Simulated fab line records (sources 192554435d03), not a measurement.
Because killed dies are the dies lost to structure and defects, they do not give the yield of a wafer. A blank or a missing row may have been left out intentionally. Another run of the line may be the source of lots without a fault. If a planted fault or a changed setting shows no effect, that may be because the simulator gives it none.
Matching of chambers | flow n5 finfet | 4 sister chambers for N5_HKMG_FIN_ALD_79 on ald metal-03
The step deposits TiN, target thk 1.5 nm, pulse time 1 s, purge time 3 s. 16 wafers are shown with their chamber, then 8 later ones without.

== WAFERS, EACH WITH ITS CHAMBER ==
wafer  | chamber | heater power w (W) | precursor pulse height rel
L076.1 | 2       | 963                | 1.014
L076.5 | 3       | 892                | 1.037
L076.6 | 0       | 798                | 0.995
L081.1 | 1       | 867                | 1.022
L081.3 | 3       | 898                | 0.970
L081.6 | 0       | 805                | 1.013
L083.1 | 2       | 925                | 0.998
L083.3 | 1       | 885                | 1.017
L083.5 | 1       | 873                | 0.966
L088.1 | 1       | 851                | 1.006
L088.2 | 2       | 925                | 1.005
L088.5 | 2       | 941                | 1.002
L089.1 | 0       | 797                | 0.997
L089.2 | 1       | 866                | 1.011
L089.3 | 2       | 963                | 1.027
L089.4 | 3       | 894                | 1.011

SIGNATURES (means of the wafers above)
reading                    | chamber 0 | chamber 1 | chamber 2 | chamber 3 | scatter within a chamber
heater power w             | 800.00    | 868.40    | 943.40    | 894.67    | 13.3
precursor pulse height rel | 1.00167   | 1.00440   | 1.00920   | 1.00600   | 0.0204
Rule: a wafer's distance from a chamber is the root of the sum, over the readings, of the square of ((its reading less the chamber's mean) divided by the reading's scatter). If the next closest chamber is less than 2 further off than the closest, the wafer can't be placed; otherwise it belongs to the closest. The scatter is the square root of a quotient: the sum, over the shown wafers, of each reading's squared deviation from its chamber's mean, divided by wafers minus chambers.

== WAFERS MISSING THEIR CHAMBER ==
wafer  | heater power w (W) | precursor pulse height rel
L089.5 | 824                | 0.981
L089.6 | 851                | 1.000
L092.1 | 808                | 1.042
L092.2 | 898                | 0.998
L092.3 | 935                | 0.974
L092.4 | 860                | 1.027
L092.5 | 868                | 0.988
L092.6 | 800                | 0.967

== EACH ONE'S CHAMBER ==
wafer  | from the rows above     | in truth
L089.5 | can't be placed: 0 or 1 | 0
L089.6 | can't be placed: 1 or 3 | 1
L092.1 | 0                       | 0
L092.2 | can't be placed: 3 or 1 | 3
L092.3 | can't be placed: 2 or 3 | 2
L092.4 | can't be placed: 1 or 3 | 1
L092.5 | can't be placed: 1 or 3 | 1
L092.6 | 0                       | 0
Placed correctly: 2 of 8. Can't be placed from these rows: 6 (the true chamber is among the candidates in 6). 0 placed wrongly.
